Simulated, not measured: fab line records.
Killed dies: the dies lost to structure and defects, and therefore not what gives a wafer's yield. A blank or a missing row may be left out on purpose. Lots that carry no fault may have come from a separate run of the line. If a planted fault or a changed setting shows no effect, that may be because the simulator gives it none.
Split-lot study + flow n5Finfet + 21 wafers read across 7 lots, on a route 1938 steps long

## ON THE SPLIT
At N5_BEOL_M8_ILD_DEP_00 (deposits SiCOH lowk from DEMS/porogen, target thk 179.75 nm, time 33.4 s), the setting timeS was moved away from the recipe's 33.4 s on 7 of the 21 wafers read, by -10.5% to -4.7%. This setting was run at the recipe's value on the other wafers.

## SPLIT TO READING: what lies between them in the file, 1 step
- N5_BEOL_M8_CURE_74: cures SiCOH lowk, time 240 s

## THE READING
M8_ILD_THK at N5_BEOL_M8_THK_MEAS_01, in nm. Typical for fault-free wafers on this fab line: 155.3 nm, with standard deviation 2.3 nm.

| wafer  | tool, chamber at the split | timeS as run, s | against the recipe | M8_ILD_THK, nm | against lot-mates on the recipe |
|--------|----------------------------|-----------------|--------------------|----------------|---------------------------------|
| L080.1 | pecvd-02, 0                | 29.88           | -10.5%             | 137.4          | -15.3                           |
| L080.2 | pecvd-02, 2                | 33.4            | recipe             | 152.7          | -                               |
| L080.5 | pecvd-02, 1                | 29.88           | -10.5%             | 140.2          | -12.5                           |
| L087.1 | pecvd-03, 2                | 33.4            | recipe             | 154.5          | -                               |
| L087.2 | pecvd-03, 1                | 33.4            | recipe             | 153.5          | -                               |
| L087.4 | pecvd-03, 0                | 33.4            | recipe             | 158.0          | -                               |
| L090.1 | pecvd-01, 1                | 33.4            | recipe             | 156.2          | -                               |
| L090.5 | pecvd-01, 0                | 33.4            | recipe             | 160.4          | -                               |
| L090.6 | pecvd-01, 1                | 33.4            | recipe             | 159.9          | -                               |
| L091.1 | pecvd-01, 0                | 33.4            | recipe             | 155.7          | -                               |
| L091.5 | pecvd-01, 1                | 33.4            | recipe             | 157.1          | -                               |
| L091.6 | pecvd-01, 0                | 30.14           | -9.8%              | 143.5          | -12.9                           |
| L093.1 | pecvd-03, 0                | 33.4            | recipe             | 149.7          | -                               |
| L093.2 | pecvd-03, 1                | 33.4            | recipe             | 152.3          | -                               |
| L093.5 | pecvd-03, 0                | 33.4            | recipe             | 151.9          | -                               |
| L095.1 | pecvd-02, 2                | 30.55           | -8.5%              | 140.2          | no lot-mate on the recipe       |
| L095.3 | pecvd-02, 1                | 30.55           | -8.5%              | 143.4          | no lot-mate on the recipe       |
| L095.6 | pecvd-02, 1                | 30.55           | -8.5%              | 142.5          | no lot-mate on the recipe       |
| L096.1 | pecvd-03, 1                | 33.4            | recipe             | 154.1          | -                               |
| L096.3 | pecvd-03, 2                | 31.84           | -4.7%              | 145.6          | -9.0                            |
| L096.6 | pecvd-03, 1                | 33.4            | recipe             | 155.2          | -                               |

FIT RESULTS
A straight line over all 21 wafers: M8_ILD_THK changes by +1.49 nm for each +1% of timeS; r = +0.92; the points scatter about the line by 2.8 nm.
The same after taking each lot's own level away (the mean of its wafers on the recipe; 18 wafers): +1.35 nm for each +1%; r = +0.96; scatter 1.6 nm.
Per that fit: largest timeS move, reading shift of 14 nm.
The lots' own levels span 151.30 to 158.83 nm, that is 3.3 times the standard deviation above.
Thus the slope moves with the lot-to-lot level: the two fits are different.
Check: -13.8 nm against its lot-mates is what the line predicts for one of the wafers moved furthest among these (-10.5%) when that wafer is left out of the fit. Against them it came out at -15.3 nm.

## ADDITIONAL SPLITS CARRIED BY THESE WAFERS
Other splits were also applied to these wafers ahead of the reading. Each is held against what the fit with the lots' levels taken away leaves over:
| other split on the same wafers  | wafers away from the commonest value | r with M8_ILD_THK (lot level and that fit taken away) |
|---------------------------------|--------------------------------------|-------------------------------------------------------|
| N5_BEOL_M6_EXPOSE_08 doseMj     | 7                                    | +0.01                                                 |
| N5_BEOL_M7_HM_DEP_02 targetThkA | 4                                    | +0.29                                                 |
| N5_BEOL_M7_COAT_05 spinRpm      | 5                                    | -0.15                                                 |

## THE WHOLE CHAIN: every reading that the file lists as answering this split, in the file's order
| step                   | what it does                                                             | reading                                                                                 | change (the file's fit)              | r (the file's) |
|------------------------|--------------------------------------------------------------------------|-----------------------------------------------------------------------------------------|--------------------------------------|----------------|
| N5_BEOL_M8_ILD_DEP_00  | deposits SiCOH lowk from DEMS/porogen, target thk 179.75 nm, time 33.4 s | SiCOH_lowk_of_BEOL_M8_ILD_DEP_00.thkNm (the simulator's own value, which no gauge read) | +1.58 nm for each +1% of the setting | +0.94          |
| N5_BEOL_M8_CURE_74     | cures SiCOH lowk, time 240 s                                             | SiCOH_lowk_of_BEOL_M8_ILD_DEP_00.thkNm (the simulator's own value, which no gauge read) | +1.38 nm for each +1% of the setting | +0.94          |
| N5_BEOL_M8_THK_MEAS_01 |                                                                          | M8_ILD_THK                                                                              | +1.38 for each +1% of the setting    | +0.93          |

## THE FILE'S OWN FIT
M8_ILD_THK changes by +1.38 nm for each +1% of timeS, r = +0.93.
